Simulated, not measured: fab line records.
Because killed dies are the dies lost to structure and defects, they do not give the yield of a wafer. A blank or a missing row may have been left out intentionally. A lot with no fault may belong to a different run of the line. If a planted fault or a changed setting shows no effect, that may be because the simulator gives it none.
A struck lot beside a sound one || flow n5 finfet || 27 out of 1938 route steps
Sound: wafers L146.2, L146.5, L146.6. Struck: wafer L144.6 (L144.1, L144.2, from the same lot, were not struck and are left out); the cause is given at the end.
At each step with rows: each side's tool, then ch and its chambers, then its first start. Under that, the readings that differ: sound wafers || struck wafers || difference of the means || sigmas: that difference in standard deviations of wafers without a fault.
alike: words and numbers the same on both sides, and readings whose means are apart by under 2 such deviations; not compared: readings that were withheld, readings missing a value for some wafer, numbers with overlapping values and no deviation given by the record, and bounds like >300 which may hide the same value.
A row with sigmas, a row that says differs or no value, or rows on one side alone: a step with any of these is where the two part. Numbers that don't overlap but have no deviation are shown without sigmas and don't part them. Lack of a reading on every wafer of one side parts them only where that side has two or more wafers.

N5_BEOL_M15_STRIP_63: strips in O2.
  sound on rie diel-06 ch 1,2,3; struck on rie diel-01 ch 1
{"reading": "temp c (C)", "sound": "59.93 59.95 59.81", "struck": 60.27, "difference": "+0.37", "sigmas": "+3"}
  alike: drypump motor current A, oes product au, rf vpp V, showerhead plenum p Torr, throttle valve pct
  not compared: rf hours counter h
then, 3 steps without rows for these wafers: N5_BEOL_M15_STRIP_64 (strips in O2); N5_BEOL_M15_STRIP_65 (strips in post etch residue remover, time 60 s); N5_BEOL_M15_SRD_66 (time 30 s, dry time 30 s).
N5_BEOL_M15_CD_MEAS_17: the cd target is 360 nm.
  struck on cd sem-01, day 15 00:28; sound on cd sem-03, day 15 19:14
{"reading": "cd nm (nm)", "sound": "358.8 361.0 363.5", "struck": 357.0, "difference": -4.1, "sigmas": -2}
then, 1 step without rows for these wafers: N5_BEOL_M15_COAT_56 (time 60 s, resist thk 550 nm).
N5_BEOL_M15_ETCH_57: etches SOC in N2/H2, time 750 s.
  sound on rie diel-03 ch 0,1,2, day 15 19:25; struck on rie diel-06 ch 2, day 15 00:34
{"reading": "oes product au (a.u.)", "sound": "0.78 0.75 0.72", "struck": 0.94, "difference": "+0.19", "sigmas": "+2"}
  alike: drypump motor current A, rf vpp V, showerhead plenum p Torr, throttle valve pct
  not compared: rf hours counter h
then, 5 steps without rows for these wafers: N5_BEOL_M15_COAT_60 (time 60 s, resist thk 89 nm); N5_BEOL_M15_COAT_22 (resist thk 800 nm); N5_BEOL_M15_EBR_24; N5_BEOL_M15_SOFTBAKE_23 (time 60 s); N5_BEOL_M15_EXPOSE_25 (exposes mask M15, target cd 400 nm).
N5_BEOL_M15_PEB_26: peb time 90 s.
  sound on litho track-03 ch 0, day 15 20:04; struck on litho track-01 ch 0, day 15 01:20
{"reading": "resist line temp C (C)", "sound": "23.10 23.07 23.22", "struck": 22.78, "difference": -0.35, "sigmas": -3}
then, 2 steps without rows for these wafers: N5_BEOL_M15_DEVELOP_27 (develop time 45 s); N5_BEOL_M15_HARDBAKE_32 (time 120 s).
N5_BEOL_M15_CD_MEAS_28: the cd target is 407.6 nm.
  sound on cd sem-03 ch 0, day 15 20:11; struck on cd sem-01 ch 0, day 15 01:27
{"reading": "cd nm (nm)", "sound": "409.0 407.8 405.5", "struck": 422.1, "difference": "+14.7", "sigmas": "+8"}
N5_BEOL_M15_OVL_MEAS_29:
  sound on overlay-01 ch 0, day 15 20:13; struck on overlay-02 ch 0, day 15 01:29
{"reading": "M15_OVL (nm)", "sound": "-6 -5 -7", "struck": 11, "difference": "+17", "sigmas": "+4"}
N5_BEOL_M15_INSPECT_30: inspects for defects (macro).
  struck on defect inspect-02, day 15 01:31; sound on defect inspect-01, day 15 20:14
  alike: raw defect count
N5_BEOL_M15_DESCUM_33: chemistry O2, time 7.9 s.
  sound on rie diel-01 ch 0,2,3, day 15 20:32; struck on rie diel-03 ch 1, day 15 02:02
{"reading": "temp c (C)", "sound": "39.93 39.85 40.01", "struck": 40.17, "difference": "+0.24", "sigmas": "+2"}
{"reading": "model.BEOL_M15.cd nm (nm)", "sound": "408.8 407.4 405.8", "struck": 422.4, "difference": "+15.1", "sigmas": ""}
  alike: drypump motor current A, oes product au, rf vpp V, showerhead plenum p Torr, throttle valve pct
  not compared: rf hours counter h
N5_BEOL_M15_ETCH_61: etches BARC in N2/H2, target depth 89 nm, overetch 26.7 nm, time 67.9 s.
  sound on rie diel-01 ch 0,2,3, day 15 20:34; struck on rie diel-03 ch 1, day 15 02:04
  alike: drypump motor current A, oes product au, rf vpp V, showerhead plenum p Torr, throttle valve pct
  not compared: rf hours counter h
N5_BEOL_M15_TRENCH_ETCH_34: etches SiO2 in C4F8/O2/Ar, target depth 872.93 nm, time 199 s.
  sound on rie diel-01 ch 0,2,3, day 15 20:37; struck on rie diel-03 ch 1, day 15 02:07
  alike: drypump motor current A, oes product au, rf vpp V, showerhead plenum p Torr, throttle valve pct
  not compared: rf hours counter h
N5_BEOL_M15_STRIP_36: strips in O2.
  sound on rie diel-03 ch 0,3, day 15 22:11; struck on rie diel-03 ch 1, day 15 02:21
  alike: drypump motor current A, oes product au, rf vpp V, showerhead plenum p Torr, temp c, throttle valve pct
  not compared: rf hours counter h
then, 2 steps without rows for these wafers: N5_BEOL_M15_STRIP_62 (strips in O2); N5_BEOL_M15_STRIP_37 (strips in O2).
N5_BEOL_M15_ETCH_38: etches SiCN in CF4/N2, target depth 106.4 nm, time 120.5 s.
  sound on rie diel-03 ch 0,3; struck on rie diel-03 ch 1
{"reading": "model.BEOL_M15.cd nm (nm)", "sound": "400 400.2 396.8", "struck": 415.4, "difference": "+16.4", "sigmas": ""}
  alike: drypump motor current A, oes product au, rf vpp V, showerhead plenum p Torr, throttle valve pct
  not compared: rf hours counter h
then, 2 steps without rows for these wafers: N5_BEOL_M15_PRECLEAN_39 (cleans in residue remover, time 60 s); N5_PASSIVATION_PROBE_49.

## WHERE THEY PART
Earliest at N5_BEOL_M15_STRIP_63; latest, in this record, at N5_BEOL_M15_DESCUM_33. Later steps at which nothing parts them and some readings are alike: N5_BEOL_M15_ETCH_61, N5_BEOL_M15_TRENCH_ETCH_34, N5_BEOL_M15_STRIP_36, N5_BEOL_M15_ETCH_38.

WHY: what had been put in by the simulator
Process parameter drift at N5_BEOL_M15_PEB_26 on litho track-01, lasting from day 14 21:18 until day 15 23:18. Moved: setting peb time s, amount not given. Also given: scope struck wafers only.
